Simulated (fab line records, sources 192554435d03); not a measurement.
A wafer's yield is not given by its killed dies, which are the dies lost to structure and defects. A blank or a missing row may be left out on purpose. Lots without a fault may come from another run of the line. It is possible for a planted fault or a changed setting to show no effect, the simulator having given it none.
Chamber matching / flow n5Finfet / 3 sister chambers for N5_ZERO_LAYER_PECVD_02 on pecvd-02
The step deposits SiO2 from SiH4/N2O, target thk 10 nm, time 6 s. 3 wafers are shown with their chamber, then 7 later ones without.

## WAFERS PAIRED WITH THEIR CHAMBERS
wafer=L089.1; chamber=2; showerheadPlenumPTorr (Torr)=8.03
wafer=L091.2; chamber=1; showerheadPlenumPTorr (Torr)=8.00
wafer=L091.3; chamber=0; showerheadPlenumPTorr (Torr)=7.98

## WAFERS MISSING THEIR CHAMBER
wafer=L091.6; showerheadPlenumPTorr (Torr)=7.98
wafer=L094.1; showerheadPlenumPTorr (Torr)=7.96
wafer=L094.5; showerheadPlenumPTorr (Torr)=7.95
wafer=L094.6; showerheadPlenumPTorr (Torr)=7.97
wafer=L095.2; showerheadPlenumPTorr (Torr)=8.04
wafer=L095.3; showerheadPlenumPTorr (Torr)=7.96
wafer=L095.4; showerheadPlenumPTorr (Torr)=8.07

## WHICH CHAMBER EACH WENT THROUGH
wafer=L091.6; from the rows above=can't be placed: 0 or 1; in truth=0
wafer=L094.1; from the rows above=can't be placed: 0 or 1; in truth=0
wafer=L094.5; from the rows above=can't be placed: 0 or 1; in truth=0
wafer=L094.6; from the rows above=can't be placed: 0 or 1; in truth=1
wafer=L095.2; from the rows above=can't be placed: 2 or 1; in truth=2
wafer=L095.3; from the rows above=can't be placed: 0 or 1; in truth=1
wafer=L095.4; from the rows above=can't be placed: 2 or 1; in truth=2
Correctly placed: 0 of 7. From these rows, 7 cannot be placed; in 7 the true chamber is one of the candidates. Number placed wrongly: 0.
How it was worked out, from the rows above alone: a wafer's distance from a chamber is the root of the sum, over the readings, of the square of ((its reading less the chamber's mean) divided by the reading's scatter). The wafer belongs to the nearest chamber; if the next one is less than 2 further off, it can't be placed. For every chamber, the mean is computed from those of its wafers that are shown. The scatter: root of mean squared gap, hidden wafer to nearest shown wafer, with one shown wafer a chamber.
